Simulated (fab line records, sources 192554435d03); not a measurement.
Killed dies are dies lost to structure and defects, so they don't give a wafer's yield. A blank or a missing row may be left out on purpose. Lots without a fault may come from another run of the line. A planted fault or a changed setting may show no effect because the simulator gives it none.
Which tool did it? | flow n5_finfet | 24 lots, 72 wafers sampled, at 6 steps of a route of 1938

WHAT THE GAUGES READ, wafer by wafer
N5_FIN_SAQP_CD_MEAS_27: target cd 20 nm. Usual: cd_nm 20.26 nm, standard deviation 0.22.
lot  | measured    | on        | cd_nm (nm)        | flag
L074 | day 1 23:53 | cd_sem-03 | 20.38 20.23 19.91 |
L075 | day 2 06:23 | cd_sem-03 | 20.41 20.28 19.96 |
L076 | day 2 11:49 | cd_sem-03 | 20.08 20.55 19.95 |
L077 | day 2 18:50 | cd_sem-03 | 20.07 20.13 20.30 |
L078 | day 3 01:21 | cd_sem-01 | 20.08 19.94 19.93 |
L079 | day 3 07:07 | cd_sem-02 | 20.27 20.06 20.49 |
L080 | day 3 17:58 | cd_sem-03 | 20.02 20.18 20.07 |
L081 | day 4 09:16 | cd_sem-03 | 20.30 20.57 20.21 |
L082 | day 4 09:55 | cd_sem-03 | 20.64 20.27 20.34 |
L083 | day 4 10:03 | cd_sem-01 | 20.40 20.11 20.08 |
L084 | day 4 13:05 | cd_sem-01 | 20.00 20.54 20.26 |
L085 | day 4 20:10 | cd_sem-03 | 19.94 20.22 20.30 |
L086 | day 5 00:38 | cd_sem-02 | 20.14 20.13 20.53 |
L087 | day 5 08:08 | cd_sem-01 | 20.56 20.43 20.27 |
L088 | day 5 14:05 | cd_sem-02 | 20.18 20.41 20.55 |
L089 | day 5 20:34 | cd_sem-03 | 20.25 20.61 20.28 |
L090 | day 6 02:22 | cd_sem-03 | 20.29 20.25 20.21 |
L091 | day 6 06:40 | cd_sem-02 | 20.07 20.60 20.35 |
L092 | day 6 12:31 | cd_sem-03 | 20.32 20.51 20.85 |
L093 | day 6 21:46 | cd_sem-03 | 20.55 20.31 20.26 |
L094 | day 7 02:35 | cd_sem-01 | 19.99 20.27 20.06 |
L095 | day 7 08:59 | cd_sem-02 | 20.45 19.97 19.85 |
L096 | day 7 13:52 | cd_sem-03 | 20.05 20.20 20.31 |
L097 | day 7 20:52 | cd_sem-01 | 20.14 20.36 19.94 |

N5_FIN_SAQP_CD_MEAS_37: target cd 8 nm. Usual: cd_nm 8.13 nm, standard deviation 0.22.
lot  | measured    | on        | cd_nm (nm)     | flag
L074 | day 2 01:55 | cd_sem-01 | 8.27 8.42 8.07 |
L075 | day 2 08:44 | cd_sem-03 | 8.39 7.75 8.22 |
L076 | day 2 14:22 | cd_sem-01 | 8.33 7.97 8.34 |
L077 | day 2 20:52 | cd_sem-02 | 8.13 7.69 7.84 |
L078 | day 3 03:41 | cd_sem-01 | 7.96 8.02 7.82 |
L079 | day 3 09:17 | cd_sem-03 | 8.52 8.28 8.14 |
L080 | day 3 19:58 | cd_sem-01 | 8.29 8.21 8.08 |
L081 | day 4 11:37 | cd_sem-01 | 8.01 8.55 8.00 |
L082 | day 4 12:27 | cd_sem-01 | 8.48 8.30 8.08 |
L083 | day 4 12:29 | cd_sem-02 | 7.87 7.88 8.22 |
L084 | day 4 15:16 | cd_sem-02 | 8.25 7.85 8.36 |
L085 | day 5 00:00 | cd_sem-02 | 8.17 7.55 7.67 |
L086 | day 5 02:42 | cd_sem-01 | 7.98 8.40 8.41 |
L087 | day 5 10:15 | cd_sem-02 | 8.07 7.77 8.46 |
L088 | day 5 16:12 | cd_sem-01 | 8.08 8.17 8.02 |
L089 | day 5 22:44 | cd_sem-01 | 8.20 8.02 8.25 |
L090 | day 6 04:56 | cd_sem-03 | 8.24 8.39 8.38 |
L091 | day 6 09:19 | cd_sem-01 | 8.38 8.30 8.23 |
L092 | day 6 14:47 | cd_sem-01 | 8.06 8.21 8.11 |
L093 | day 7 00:31 | cd_sem-01 | 7.89 7.88 8.15 |
L094 | day 7 05:20 | cd_sem-03 | 8.14 8.43 7.53 |
L095 | day 7 11:22 | cd_sem-02 | 8.11 8.22 8.01 |
L096 | day 7 17:13 | cd_sem-01 | 8.04 8.10 7.97 |
L097 | day 8 01:15 | cd_sem-02 | 8.05 8.16 8.33 |

N5_STI_FIN_REVEAL_THK_MEAS_05. Usual: thk_nm 132.1 nm, standard deviation 1.2.
lot  | measured    | on            | thk_nm (nm)       | flag
L074 | day 2 09:01 | film_metro-02 | 130.3 132.2 131.3 |
L075 | day 2 15:41 | film_metro-02 | 133.0 131.5 134.1 |
L076 | day 2 21:15 | film_metro-01 | 132.7 132.0 131.4 |
L077 | day 3 05:03 | film_metro-01 | 132.7 133.0 133.1 |
L078 | day 3 12:01 | film_metro-02 | 134.5 132.8 133.2 |
L079 | day 3 21:17 | film_metro-01 | 132.9 131.5 134.2 |
L080 | day 4 02:59 | film_metro-02 | 131.2 131.3 132.2 |
L081 | day 4 18:56 | film_metro-02 | 134.0 131.5 132.1 |
L082 | day 4 19:57 | film_metro-01 | 133.2 134.0 132.3 |
L083 | day 4 19:53 | film_metro-01 | 133.6 132.9 134.0 |
L084 | day 4 23:07 | film_metro-01 | 132.2 134.4 131.5 |
L085 | day 5 07:10 | film_metro-02 | 130.2 130.5 131.2 |
L086 | day 5 10:32 | film_metro-02 | 132.2 129.2 131.1 |
L087 | day 5 17:58 | film_metro-01 | 131.6 132.1 131.4 |
L088 | day 5 23:59 | film_metro-01 | 128.9 131.2 129.6 |
L089 | day 6 06:14 | film_metro-02 | 129.9 132.7 132.1 |
L090 | day 6 11:58 | film_metro-01 | 130.7 132.2 132.1 |
L091 | day 6 17:16 | film_metro-02 | 131.9 131.2 130.3 |
L092 | day 6 22:20 | film_metro-01 | 134.0 132.0 132.6 |
L093 | day 7 08:19 | film_metro-01 | 133.5 132.0 133.8 |
L094 | day 7 12:27 | film_metro-01 | 131.2 133.4 131.5 |
L095 | day 7 18:28 | film_metro-01 | 131.3 132.5 132.6 |
L096 | day 8 01:18 | film_metro-02 | 133.8 132.8 133.2 |
L097 | day 8 08:38 | film_metro-01 | 133.3 132.0 132.3 |

WHICH TOOL RAN EACH LOT (tool, then ch and the chambers of the sampled wafers, then the start)
lot  | N5_FIN_SAQP_RECESS_71             | N5_FIN_CUT_ETCH_21                | N5_FIN_CUT_CUT_ETCH_26
L074 | vapor_etch-01 ch 0,1, day 2 00:50 | rie_diel-03 ch 0,1, day 2 02:41   | rie_diel-03 ch 0,1, day 2 03:02
L075 | vapor_etch-02 ch 0,1, day 2 07:29 | rie_diel-05 ch 0,1,2, day 2 09:25 | rie_diel-05 ch 0,1,2, day 2 09:46
L076 | vapor_etch-02 ch 0,1, day 2 13:14 | rie_diel-03 ch 0,1,2, day 2 15:01 | rie_diel-03 ch 0,1,2, day 2 15:21
L077 | vapor_etch-02 ch 0,1, day 2 19:47 | rie_diel-04 ch 0,1,2, day 2 21:38 | rie_diel-04 ch 0,1,2, day 2 21:59
L078 | vapor_etch-02 ch 0,1, day 3 02:26 | rie_diel-03 ch 1,2, day 3 04:20   | rie_diel-03 ch 1,2, day 3 04:40
L079 | vapor_etch-01 ch 0,1, day 3 08:10 | rie_diel-04 ch 0,1,3, day 3 10:04 | rie_diel-04 ch 0,1,3, day 3 10:25
L080 | vapor_etch-01 ch 0,1, day 3 18:51 | rie_diel-04 ch 0,1,2, day 3 20:44 | rie_diel-04 ch 0,1,2, day 3 21:05
L081 | vapor_etch-01 ch 0,1, day 4 10:20 | rie_diel-05 ch 0,1,2, day 4 12:22 | rie_diel-05 ch 0,1,2, day 4 12:42
L082 | vapor_etch-02 ch 0,1, day 4 11:01 | rie_diel-03 ch 1,3, day 4 13:06   | rie_diel-03 ch 1,3, day 4 13:26
L083 | vapor_etch-01 ch 0,1, day 4 11:14 | rie_diel-05 ch 2,3, day 4 13:29   | rie_diel-05 ch 2,3, day 4 13:50
L084 | vapor_etch-02 ch 0,1, day 4 14:03 | rie_diel-05 ch 1,2, day 4 16:02   | rie_diel-05 ch 1,2, day 4 16:23
L085 | vapor_etch-01 ch 0,1, day 4 22:51 | rie_diel-04 ch 1,2, day 5 00:55   | rie_diel-04 ch 1,2, day 5 01:16
L086 | vapor_etch-02 ch 0,1, day 5 01:36 | rie_diel-04 ch 0,1,2, day 5 04:20 | rie_diel-04 ch 0,1,2, day 5 04:33
L087 | vapor_etch-01 ch 0,1, day 5 09:10 | rie_diel-05 ch 2,3, day 5 11:40   | rie_diel-05 ch 2,3, day 5 12:00
L088 | vapor_etch-02 ch 0,1, day 5 14:59 | rie_diel-05 ch 0,2,3, day 5 16:58 | rie_diel-05 ch 0,2,3, day 5 17:19
L089 | vapor_etch-01 ch 1, day 5 21:30   | rie_diel-05 ch 0,1,2, day 5 23:23 | rie_diel-05 ch 0,1,2, day 5 23:43
L090 | vapor_etch-01 ch 0,1, day 6 03:38 | rie_diel-05 ch 0,1,3, day 6 05:42 | rie_diel-05 ch 0,1,3, day 6 06:03
L091 | vapor_etch-02 ch 0,1, day 6 07:49 | rie_diel-04 ch 0,1,2, day 6 10:07 | rie_diel-04 ch 0,1,2, day 6 10:28
L092 | vapor_etch-01 ch 0,1, day 6 13:32 | rie_diel-03 ch 0,2, day 6 15:43   | rie_diel-03 ch 0,2, day 6 16:14
L093 | vapor_etch-02 ch 0,1, day 6 23:20 | rie_diel-03 ch 0,1,2, day 7 01:18 | rie_diel-03 ch 0,1,2, day 7 01:39
L094 | vapor_etch-01 ch 0,1, day 7 04:10 | rie_diel-04 ch 1,3, day 7 05:59   | rie_diel-04 ch 1,3, day 7 06:20
L095 | vapor_etch-01 ch 0,1, day 7 10:15 | rie_diel-04 ch 1,2, day 7 12:09   | rie_diel-04 ch 1,2, day 7 12:30
L096 | vapor_etch-01 ch 0,1, day 7 14:48 | rie_diel-05 ch 0,2,3, day 7 17:53 | rie_diel-05 ch 0,2,3, day 7 18:14
L097 | vapor_etch-02 ch 0,1, day 7 21:48 | rie_diel-03 ch 0,2,3, day 8 02:01 | rie_diel-03 ch 0,2,3, day 8 02:22
- N5_FIN_SAQP_RECESS_71: chemistry HF/NH3, target SiO2, target depth 3 nm, afs cycles 1, sublimation time 60 s.
- N5_FIN_CUT_ETCH_21: etches SOC in N2/H2, target depth 219 nm, overetch 43.8 nm, time 523.5 s.
- N5_FIN_CUT_CUT_ETCH_26: etches SiNx in CH3F/O2, target depth 39 nm, time 55.7 s.

WHAT THE TOOLS THEMSELVES READ (means of the sampled wafers that have a number; where no wafer has one, the mark that the record gives instead)
N5_FIN_SAQP_RECESS_71. Usual: drypump_motor_current_A 5.7 A, standard deviation 0.39.
lot  | tool          | drypump_motor_current_A (A) | flag
L074 | vapor_etch-01 | 5.7                         |
L075 | vapor_etch-02 | 5.9                         |
L076 | vapor_etch-02 | 5.6                         |
L077 | vapor_etch-02 | 5.7                         |
L078 | vapor_etch-02 | 5.7                         |
L079 | vapor_etch-01 | 5.5                         |
L080 | vapor_etch-01 | 5.7                         |
L081 | vapor_etch-01 | 5.7                         |
L082 | vapor_etch-02 | 5.9                         |
L083 | vapor_etch-01 | 5.8                         |
L084 | vapor_etch-02 | 5.7                         |
L085 | vapor_etch-01 | 5.5                         |
L086 | vapor_etch-02 | 5.9                         |
L087 | vapor_etch-01 | 5.5                         |
L088 | vapor_etch-02 | 5.9                         |
L089 | vapor_etch-01 | 5.2                         |
L090 | vapor_etch-01 | 5.7                         |
L091 | vapor_etch-02 | 5.6                         |
L092 | vapor_etch-01 | 5.7                         |
L093 | vapor_etch-02 | 5.7                         |
L094 | vapor_etch-01 | 5.5                         |
L095 | vapor_etch-01 | 5.7                         |
L096 | vapor_etch-01 | 5.7                         |
L097 | vapor_etch-02 | 5.6                         |

N5_FIN_CUT_ETCH_21. Usual: drypump_motor_current_A 5.8 A, standard deviation 0.41; n2_flow_sccm 200.0 sccm, standard deviation 0.58; oes_product_au 0.71 a.u., standard deviation 0.055; rf_vpp_V 240.7 V, standard deviation 1.4; showerhead_plenum_p_Torr 2.53 Torr, standard deviation 0.098; throttle_valve_pct 17.84 %, standard deviation 0.18.
lot  | tool        | drypump_motor_current_A (A) | n2_flow_sccm (sccm) | oes_product_au (a.u.) | rf_vpp_V (V) | showerhead_plenum_p_Torr (Torr) | throttle_valve_pct (%) | flag
L074 | rie_diel-03 | 5.3                         | 199.7               | 0.78                  | 240.9        | 2.57                            | 17.56                  |
L075 | rie_diel-05 | 6.1                         | 200.4               | 0.71                  | 240.2        | 2.51                            | 17.84                  |
L076 | rie_diel-03 | 5.6                         | 199.8               | 0.75                  | 239.8        | 2.54                            | 17.66                  |
L077 | rie_diel-04 | 5.5                         | 200.0               | 0.72                  | 240.5        | 2.51                            | 17.92                  |
L078 | rie_diel-03 | 5.6                         | 199.7               | 0.71                  | 239.1        | 2.43                            | 17.60                  |
L079 | rie_diel-04 | 5.4                         | 200.4               | 0.71                  | 239.5        | 2.47                            | 17.85                  |
L080 | rie_diel-04 | 5.5                         | 199.9               | 0.72                  | 240.2        | 2.51                            | 17.93                  |
L081 | rie_diel-05 | 6.1                         | 199.9               | 0.70                  | 240.3        | 2.51                            | 17.86                  |
L082 | rie_diel-03 | 5.5                         | 199.3               | 0.67                  | 242.0        | 2.57                            | 17.75                  |
L083 | rie_diel-05 | 6.2                         | 199.9               | 0.69                  | 241.7        | 2.61                            | 17.86                  |
L084 | rie_diel-05 | 6.0                         | 199.6               | 0.72                  | 240.0        | 2.56                            | 17.92                  |
L085 | rie_diel-04 | 5.5                         | 200.5               | 0.74                  | 240.7        | 2.55                            | 17.91                  |
L086 | rie_diel-04 | 5.5                         | 200.3               | 0.72                  | 240.0        | 2.51                            | 17.94                  |
L087 | rie_diel-05 | 6.2                         | 199.7               | 0.70                  | 240.6        | 2.57                            | 17.78                  |
L088 | rie_diel-05 | 6.2                         | 200.4               | 0.68                  | 241.0        | 2.53                            | 17.86                  |
L089 | rie_diel-05 | 6.2                         | 199.8               | 0.69                  | 239.8        | 2.50                            | 17.88                  |
L090 | rie_diel-05 | 6.1                         | 200.2               | 0.68                  | 240.6        | 2.53                            | 17.99                  |
L091 | rie_diel-04 | 5.5                         | 199.8               | 0.70                  | 240.1        | 2.50                            | 17.96                  |
L092 | rie_diel-03 | 5.8                         | 200.4               | 0.73                  | 241.6        | 2.61                            | 17.87                  |
L093 | rie_diel-03 | 5.6                         | 199.5               | 0.73                  | 240.3        | 2.53                            | 17.71                  |
L094 | rie_diel-04 | 5.7                         | 199.8               | 0.83                  | 242.0        | 2.65                            | 17.54                  |
L095 | rie_diel-04 | 5.8                         | 200.3               | 0.68                  | 240.4        | 2.53                            | 17.96                  |
L096 | rie_diel-05 | 6.3                         | 199.8               | 0.67                  | 240.7        | 2.53                            | 17.87                  |
L097 | rie_diel-03 | 5.8                         | 200.3               | 0.76                  | 241.9        | 2.57                            | 17.74                  |

N5_FIN_CUT_CUT_ETCH_26. Usual: drypump_motor_current_A 5.8 A, standard deviation 0.41; oes_o_777_au 0.78 a.u., standard deviation 0.067; oes_product_au 0.77 a.u., standard deviation 0.064; rf_vpp_V 296 V, standard deviation 7.5; showerhead_plenum_p_Torr 1.99 Torr, standard deviation 0.072; throttle_valve_pct 16.40 %, standard deviation 0.17.
lot  | tool        | drypump_motor_current_A (A) | oes_o_777_au (a.u.) | oes_product_au (a.u.) | rf_vpp_V (V) | showerhead_plenum_p_Torr (Torr) | throttle_valve_pct (%) | flag
L074 | rie_diel-03 | 5.3                         | 0.86                | 0.85                  | 292          | 2.02                            | 16.10                  |
L075 | rie_diel-05 | 6.1                         | 0.77                | 0.76                  | 297          | 1.98                            | 16.33                  |
L076 | rie_diel-03 | 5.6                         | 0.83                | 0.81                  | 291          | 2.00                            | 16.24                  |
L077 | rie_diel-04 | 5.5                         | 0.81                | 0.79                  | 292          | 1.99                            | 16.53                  |
L078 | rie_diel-03 | 5.6                         | 0.79                | 0.77                  | 291          | 1.93                            | 16.28                  |
L079 | rie_diel-04 | 5.4                         | 0.79                | 0.77                  | 293          | 1.95                            | 16.44                  |
L080 | rie_diel-04 | 5.5                         | 0.81                | 0.79                  | 291          | 1.99                            | 16.55                  |
L081 | rie_diel-05 | 6.2                         | 0.77                | 0.76                  | 297          | 1.97                            | 16.35                  |
L082 | rie_diel-03 | 5.5                         | 0.74                | 0.75                  | 302          | 2.02                            | 16.33                  |
L083 | rie_diel-05 | 6.2                         | 0.74                | 0.76                  | 308          | 2.06                            | 16.40                  |
L084 | rie_diel-05 | 6.0                         | 0.80                | 0.78                  | 293          | 2.00                            | 16.37                  |
L085 | rie_diel-04 | 5.5                         | 0.82                | 0.81                  | 293          | 2.02                            | 16.57                  |
L086 | rie_diel-04 | 5.5                         | 0.79                | 0.78                  | 291          | 1.98                            | 16.54                  |
L087 | rie_diel-05 | 6.2                         | 0.76                | 0.76                  | 302          | 2.03                            | 16.31                  |
L088 | rie_diel-05 | 6.2                         | 0.74                | 0.74                  | 305          | 2.00                            | 16.39                  |
L089 | rie_diel-05 | 6.2                         | 0.76                | 0.74                  | 297          | 1.97                            | 16.38                  |
L090 | rie_diel-05 | 6.1                         | 0.73                | 0.75                  | 302          | 1.99                            | 16.48                  |
L091 | rie_diel-04 | 5.5                         | 0.78                | 0.76                  | 291          | 1.98                            | 16.58                  |
L092 | rie_diel-03 | 5.8                         | 0.82                | 0.80                  | 291          | 2.04                            | 16.36                  |
L093 | rie_diel-03 | 5.6                         | 0.81                | 0.78                  | 292          | 1.99                            | 16.29                  |
L094 | rie_diel-04 | 5.7                         | 0.92                | 0.91                  | 300          | 2.09                            | 16.14                  |
L095 | rie_diel-04 | 5.8                         | 0.75                | 0.74                  | 293          | 2.00                            | 16.63                  |
L096 | rie_diel-05 | 6.2                         | 0.72                | 0.72                  | 304          | 1.99                            | 16.42                  |
L097 | rie_diel-03 | 5.8                         | 0.84                | 0.82                  | 295          | 2.01                            | 16.27                  |

THE ANSWER, worked out from the rows above alone
Rule: a lot is off if the mean of its wafers that have a number lies more than 3 standard deviations from the usual mean. A lot without any number at a reading at which 4 lots or more have one is off too. The other lots that the step has rows for count as sound. The gauges are gone through in route order, then the tools' own readings, and for those a lot's mean is taken as printed above. The first step at which some lot is off is used, and at that step the reading that is off furthest; a lot without a number counts as furthest.
No lot is off at any reading shown: from this, nothing can be told.

WHAT THE SIMULATOR HAD PUT IN
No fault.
